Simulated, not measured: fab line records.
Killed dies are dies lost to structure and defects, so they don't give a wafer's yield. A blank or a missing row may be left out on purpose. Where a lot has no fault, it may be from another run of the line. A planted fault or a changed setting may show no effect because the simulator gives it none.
Which tool did it?	flow n5Finfet	66 wafers from 22 lots sampled at 6 of the route's 1938 steps

== WHAT THE GAUGES SHOWED, per wafer ==
N5_BEOL_M1_RS_MEAS_58: measures by four-point-probe.
lot	measured	on	M1_RS (ohm/sq)
L075	day 6 14:08	filmMetro-02	0.69 0.70 0.67
L076	day 6 17:14	filmMetro-02	0.75 0.71 0.69
L077	day 7 00:33	filmMetro-02	0.71 0.67 0.68
L078	day 7 10:59	filmMetro-02	0.65 0.71 0.64
L079	day 7 13:59	filmMetro-02	0.69 0.62 0.67
L080	day 8 01:12	filmMetro-02	0.77 0.71 0.67
L081	day 8 04:59	filmMetro-02	0.75 0.71 0.66
L082	day 8 13:07	filmMetro-01	0.71 0.66 0.73
L085	day 9 02:28	filmMetro-02	0.65 0.68 0.72
L084	day 9 05:15	filmMetro-01	0.67 0.66 0.70
L086	day 9 18:24	filmMetro-01	0.75 0.62 0.66
L087	day 9 20:13	filmMetro-02	0.71 0.70 0.66
L088	day 10 02:16	filmMetro-01	0.68 0.65 0.68
L089	day 10 03:44	filmMetro-02	0.62 0.62 0.57
L090	day 10 08:57	filmMetro-02	0.74 0.73 0.71
L091	day 11 05:00	filmMetro-01	0.63 0.70 0.64
L092	day 11 07:18	filmMetro-01	0.62 0.65 0.64
L094	day 11 12:48	filmMetro-01	0.66 0.69 0.66
L093	day 11 16:30	filmMetro-02	0.70 0.61 0.71
L095	day 11 19:17	filmMetro-02	0.66 0.67 0.66
L096	day 13 00:43	filmMetro-02	0.72 0.64 0.70
L097	day 13 04:04	filmMetro-01	0.69 0.70 0.77

== WHICH TOOL RAN EACH LOT (tool, then ch and the chambers of the sampled wafers, then the start) ==
lot	N5_BEOL_M1_ETCH_74	N5_BEOL_M1_ETCH_70	N5_BEOL_M1_STRIP_36	N5_BEOL_M1_SPUTTER_48	N5_BEOL_M1_ANNEAL_91
L075	rieDiel-06 ch 1,3, day 6 07:42	rieDiel-03 ch 2,3, day 6 09:32	rieDiel-03 ch 2,3, day 6 09:42	pvdSputter-01, day 6 11:13	pvdSputter-01, day 6 12:23
L076	rieDiel-03 ch 0,2,3, day 6 10:21	rieDiel-03 ch 0,2,3, day 6 12:07	rieDiel-03 ch 0,2,3, day 6 12:17	pvdSputter-01, day 6 14:15	pvdSputter-01, day 6 15:26
L077	rieDiel-03 ch 0,2, day 6 16:56	rieDiel-03 ch 2,3, day 6 20:19	rieDiel-03 ch 2,3, day 6 20:29	pvdSputter-03, day 6 21:44	pvdSputter-03, day 6 22:55
L078	rieDiel-06 ch 0,2,3, day 7 02:40	rieDiel-03 ch 0,2, day 7 06:42	rieDiel-03 ch 0,2, day 7 06:52	pvdSputter-01, day 7 08:11	pvdSputter-01, day 7 09:22
L079	rieDiel-03 ch 0,3, day 7 07:55	rieDiel-06 ch 0,1,3, day 7 09:35	rieDiel-06 ch 0,1,3, day 7 09:45	pvdSputter-01, day 7 11:11	pvdSputter-01, day 7 12:22
L080	rieDiel-03 ch 2,3, day 7 16:32	rieDiel-03 ch 0,2, day 7 18:53	rieDiel-03 ch 0,2, day 7 19:02	pvdSputter-02, day 7 22:23	pvdSputter-02, day 7 23:34
L081	rieDiel-06 ch 0,3, day 7 17:47	rieDiel-05 ch 2,3, day 8 00:05	rieDiel-05 ch 2,3, day 8 00:15	pvdSputter-01, day 8 01:45	pvdSputter-01, day 8 02:56
L082	rieDiel-06 ch 0,1,2, day 8 04:37	rieDiel-03 ch 2,3, day 8 05:57	rieDiel-03 ch 2,3, day 8 06:07	pvdSputter-02, day 8 08:28	pvdSputter-02, day 8 09:39
L085	rieDiel-06 ch 0,2,3, day 8 18:22	rieDiel-03 ch 0,1,3, day 8 20:25	rieDiel-03 ch 0,1,3, day 8 20:35	pvdSputter-02, day 8 21:47	pvdSputter-02, day 8 22:58
L084	rieDiel-05 ch 0,2,3, day 8 20:59	rieDiel-06 ch 1,2, day 8 23:22	rieDiel-06 ch 1,2, day 8 23:31	pvdSputter-03, day 9 02:01	pvdSputter-03, day 9 03:11
L086	rieDiel-06 ch 0,1, day 9 07:47	rieDiel-06 ch 2,3, day 9 13:34	rieDiel-06 ch 2,3, day 9 13:43	pvdSputter-02, day 9 14:49	pvdSputter-02, day 9 16:00
L087	rieDiel-06 ch 2,3, day 9 08:01	rieDiel-03 ch 0,2, day 9 15:22	rieDiel-03 ch 0,2, day 9 15:31	pvdSputter-03, day 9 17:09	pvdSputter-03, day 9 18:20
L088	rieDiel-06 ch 1,3, day 9 17:56	rieDiel-05 ch 0,2,3, day 9 21:55	rieDiel-05 ch 0,2,3, day 9 22:05	pvdSputter-01, day 9 23:23	pvdSputter-01, day 10 00:34
L089	rieDiel-06 ch 0,1,2, day 9 19:53	rieDiel-03 ch 1,2,3, day 9 22:11	rieDiel-03 ch 1,2,3, day 9 22:21	pvdSputter-03, day 10 00:56	pvdSputter-03, day 10 02:07
L090	rieDiel-05 ch 0,1,2, day 10 01:53	rieDiel-06 ch 2,3, day 10 04:12	rieDiel-06 ch 2,3, day 10 04:22	pvdSputter-02, day 10 06:08	pvdSputter-02, day 10 07:19
L091	rieDiel-03 ch 0,1,2, day 10 07:34	rieDiel-03 ch 0,1,3, day 11 00:11	rieDiel-03 ch 0,1,3, day 11 00:21	pvdSputter-02, day 11 02:04	pvdSputter-02, day 11 03:14
L092	rieDiel-03 ch 1,2,3, day 10 14:16	rieDiel-06 ch 1,2,3, day 11 02:05	rieDiel-06 ch 1,2,3, day 11 02:15	pvdSputter-02, day 11 04:25	pvdSputter-02, day 11 05:36
L094	rieDiel-05 ch 0,2,3, day 11 03:20	rieDiel-05 ch 0,2,3, day 11 07:04	rieDiel-05 ch 0,2,3, day 11 07:14	pvdSputter-01, day 11 10:00	pvdSputter-01, day 11 11:11
L093	rieDiel-05 ch 0,3, day 11 04:32	rieDiel-05 ch 0,1, day 11 12:03	rieDiel-05 ch 0,1, day 11 12:13	pvdSputter-01, day 11 13:42	pvdSputter-01, day 11 14:53
L095	rieDiel-06 ch 0,2,3, day 11 11:32	rieDiel-05 ch 0,1,2, day 11 15:05	rieDiel-05 ch 0,1,2, day 11 15:15	pvdSputter-02, day 11 16:25	pvdSputter-02, day 11 17:35
L096	rieDiel-03 ch 0,1,2, day 12 15:20	rieDiel-06 ch 0,1,3, day 12 20:02	rieDiel-06 ch 0,1,3, day 12 20:12	pvdSputter-02, day 12 21:55	pvdSputter-02, day 12 23:06
L097	rieDiel-06 ch 0,1,3, day 12 15:36	rieDiel-03 ch 2, day 12 23:35	rieDiel-03 ch 2, day 12 23:49	pvdSputter-01, day 13 01:08	pvdSputter-01, day 13 02:25
- N5_BEOL_M1_ETCH_74: etches underlayer in N2/H2, target depth 6.5 nm, time 5.2 s.
- N5_BEOL_M1_ETCH_70: etches SOC in N2/H2, target depth 80 nm, overetch 16 nm, time 120 s.
- N5_BEOL_M1_STRIP_36: strips in N2/H2.
- N5_BEOL_M1_SPUTTER_48: material Cu, target thk 4.5 nm, time 8.29 s.
- N5_BEOL_M1_ANNEAL_91: time 240 s.

== WHAT THE TOOLS THEMSELVES READ (means of the sampled wafers that have a number; where no wafer has one, the mark that the record gives instead) ==
N5_BEOL_M1_ETCH_74.
lot	tool	biasW (W)	drypumpMotorCurrentA (A)	etchRfOnTimeS (s)	oesProductAu (a.u.)	rfVppV (V)	showerheadPlenumPTorr (Torr)	throttleValvePct (%)
L075	rieDiel-06	150.7	5.4	5.20	0.63	523.0	2.48	17.70
L076	rieDiel-03	149.9	5.8	5.24	0.63	525.5	2.63	18.23
L077	rieDiel-03	149.9	5.8	5.37	0.63	526.0	2.63	18.07
L078	rieDiel-06	150.8	5.9	5.25	0.63	522.1	2.50	17.80
L079	rieDiel-03	149.8	5.9	5.24	0.60	525.4	2.65	18.38
L080	rieDiel-03	150.4	5.8	5.32	0.64	525.5	2.60	18.28
L081	rieDiel-06	150.4	5.5	5.26	0.61	524.8	2.56	17.77
L082	rieDiel-06	150.0	6.0	5.14	0.62	525.1	2.57	17.79
L085	rieDiel-06	149.9	5.9	5.20	0.63	522.2	2.49	17.83
L084	rieDiel-05	149.8	5.9	5.01	0.62	526.4	2.60	17.89
L086	rieDiel-06	150.5	5.8	5.27	0.59	527.2	2.62	17.75
L087	rieDiel-06	149.9	6.2	5.15	0.65	520.0	2.43	17.91
L088	rieDiel-06	150.4	5.4	5.19	0.61	521.3	2.47	17.74
L089	rieDiel-06	149.9	6.1	5.23	0.60	524.8	2.56	17.80
L090	rieDiel-05	149.7	5.6	5.14	0.62	526.9	2.64	17.93
L091	rieDiel-03	149.8	6.0	5.33	0.60	525.9	2.62	18.17
L092	rieDiel-03	149.7	6.0	5.32	0.59	524.9	2.62	18.33
L094	rieDiel-05	150.3	5.9	5.05	0.62	523.2	2.59	17.89
L093	rieDiel-05	150.2	5.8	4.91	0.61	524.3	2.55	17.95
L095	rieDiel-06	150.1	5.9	5.23	0.61	523.3	2.49	17.88
L096	rieDiel-03	150.3	6.0	5.31	0.60	525.3	2.61	18.19
L097	rieDiel-06	150.1	5.5	5.24	0.58	525.4	2.54	17.80

N5_BEOL_M1_ETCH_70.
lot	tool	biasW (W)	drypumpMotorCurrentA (A)	oesProductAu (a.u.)	rfVppV (V)	showerheadPlenumPTorr (Torr)	throttleValvePct (%)
L075	rieDiel-03	149.4	5.8	0.558	525.8	2.63	18.35
L076	rieDiel-03	150.2	5.8	0.564	526.2	2.63	18.19
L077	rieDiel-03	149.7	5.7	0.586	525.4	2.60	18.23
L078	rieDiel-03	149.3	5.8	0.591	525.3	2.60	18.07
L079	rieDiel-06	149.5	5.5	0.550	523.9	2.55	17.67
L080	rieDiel-03	150.0	5.7	0.586	525.5	2.60	18.07
L081	rieDiel-05	149.7	6.3	0.552	525.8	2.60	17.95
L082	rieDiel-03	149.9	5.8	0.547	525.9	2.62	18.37
L085	rieDiel-03	149.6	6.1	0.530	526.1	2.64	18.24
L084	rieDiel-06	150.1	6.4	0.568	522.6	2.50	17.80
L086	rieDiel-06	150.0	5.7	0.571	521.2	2.42	17.79
L087	rieDiel-03	149.6	5.7	0.579	524.7	2.60	18.10
L088	rieDiel-05	149.5	5.9	0.546	525.0	2.59	17.84
L089	rieDiel-03	149.7	6.0	0.539	525.2	2.62	18.29
L090	rieDiel-06	150.4	6.2	0.573	520.9	2.43	17.87
L091	rieDiel-03	150.1	6.1	0.520	526.1	2.64	18.27
L092	rieDiel-06	149.9	5.9	0.555	522.1	2.48	17.78
L094	rieDiel-05	149.8	5.9	0.546	525.5	2.59	17.85
L093	rieDiel-05	149.9	5.2	0.547	526.1	2.64	17.99
L095	rieDiel-05	149.8	5.6	0.548	525.5	2.64	17.90
L096	rieDiel-06	149.6	5.5	0.528	524.0	2.53	17.75
L097	rieDiel-03	150.0	5.6	0.581	524.3	2.56	18.17

N5_BEOL_M1_STRIP_36.
lot	tool	drypumpMotorCurrentA (A)	oesProductAu (a.u.)	rfVppV (V)	showerheadPlenumPTorr (Torr)	throttleValvePct (%)
L075	rieDiel-03	5.8	0.72	61.1	2.63	24.4
L076	rieDiel-03	5.8	0.75	58.0	2.63	24.2
L077	rieDiel-03	5.7	0.75	59.8	2.60	24.2
L078	rieDiel-03	5.7	0.76	58.9	2.60	24.0
L079	rieDiel-06	5.5	0.72	58.7	2.55	23.5
L080	rieDiel-03	5.7	0.76	60.2	2.60	24.0
L081	rieDiel-05	6.3	0.72	60.1	2.60	23.9
L082	rieDiel-03	5.8	0.71	59.4	2.62	24.4
L085	rieDiel-03	6.1	0.70	59.7	2.64	24.3
L084	rieDiel-06	6.4	0.75	56.6	2.50	23.6
L086	rieDiel-06	5.7	0.75	58.3	2.41	23.6
L087	rieDiel-03	5.7	0.75	58.2	2.59	24.0
L088	rieDiel-05	5.9	0.70	60.5	2.59	23.7
L089	rieDiel-03	6.0	0.70	60.5	2.61	24.2
L090	rieDiel-06	6.2	0.76	57.9	2.43	23.7
L091	rieDiel-03	6.1	0.68	60.0	2.63	24.3
L092	rieDiel-06	5.9	0.72	59.3	2.48	23.5
L094	rieDiel-05	5.9	0.70	59.3	2.59	23.8
L093	rieDiel-05	5.2	0.71	59.5	2.63	23.8
L095	rieDiel-05	5.6	0.72	60.5	2.63	23.8
L096	rieDiel-06	5.5	0.69	59.4	2.53	23.5
L097	rieDiel-03	5.6	0.75	59.5	2.56	24.0

N5_BEOL_M1_SPUTTER_48.
lot	tool	chamberPressurePa (Pa)	substrateTempC (C)	throttleValvePct (%)
L075	pvdSputter-01	0.06996	-20.03	29.4
L076	pvdSputter-01	0.07000	-20.05	29.0
L077	pvdSputter-03	0.07003	-19.86	29.2
L078	pvdSputter-01	0.06989	-20.02	29.2
L079	pvdSputter-01	0.06992	-19.97	28.7
L080	pvdSputter-02	0.06990	-19.91	30.3
L081	pvdSputter-01	0.07000	-20.03	29.0
L082	pvdSputter-02	0.07008	-20.05	30.3
L085	pvdSputter-02	0.06983	-20.06	30.6
L084	pvdSputter-03	0.07004	-20.15	28.8
L086	pvdSputter-02	0.06987	-20.00	29.4
L087	pvdSputter-03	0.06998	-20.00	28.7
L088	pvdSputter-01	0.06998	-20.06	29.2
L089	pvdSputter-03	0.07013	-20.01	28.8
L090	pvdSputter-02	0.06994	-20.14	30.5
L091	pvdSputter-02	0.07000	-19.90	30.5
L092	pvdSputter-02	0.07009	-19.97	30.6
L094	pvdSputter-01	0.06998	-19.99	28.8
L093	pvdSputter-01	0.06990	-20.03	29.1
L095	pvdSputter-02	0.07002	-20.01	29.6
L096	pvdSputter-02	0.07004	-20.04	29.7
L097	pvdSputter-01	0.07004	-20.01	28.9

N5_BEOL_M1_ANNEAL_91.
lot	tool	heaterPowerW (W)
L075	pvdSputter-01	851
L076	pvdSputter-01	845
L077	pvdSputter-03	825
L078	pvdSputter-01	827
L079	pvdSputter-01	826
L080	pvdSputter-02	832
L081	pvdSputter-01	780
L082	pvdSputter-02	856
L085	pvdSputter-02	847
L084	pvdSputter-03	829
L086	pvdSputter-02	872
L087	pvdSputter-03	831
L088	pvdSputter-01	788
L089	pvdSputter-03	691
L090	pvdSputter-02	859
L091	pvdSputter-02	820
L092	pvdSputter-02	824
L094	pvdSputter-01	823
L093	pvdSputter-01	836
L095	pvdSputter-02	845
L096	pvdSputter-02	840
L097	pvdSputter-01	766

== THE ANSWER, worked out from the rows above alone ==
Rule: usual is defined by the lots themselves. The widest of any qualifying gaps counts: lots, ordered by their means at a reading, are off when they make up no more than a third of the lots, leave a main group of 4 or more, and stand apart from it by 3 or more times the standard deviation of that group's means. A main group whose means are all the same, to the digits that the tables above print for the reading, isn't used. A lot without any number at a reading at which 4 lots or more have one is off too. All remaining lots with rows at the step are treated as sound. Order of review: gauges by route order, followed by the tools' own readings, for which a lot's mean as printed above is used. At the first step where some lot is off, the reading lying furthest off is the one used; lots without a number count as furthest.
None of the lots is off at any reading shown; this tells nothing.

== WHAT THE SIMULATOR HAD PUT IN ==
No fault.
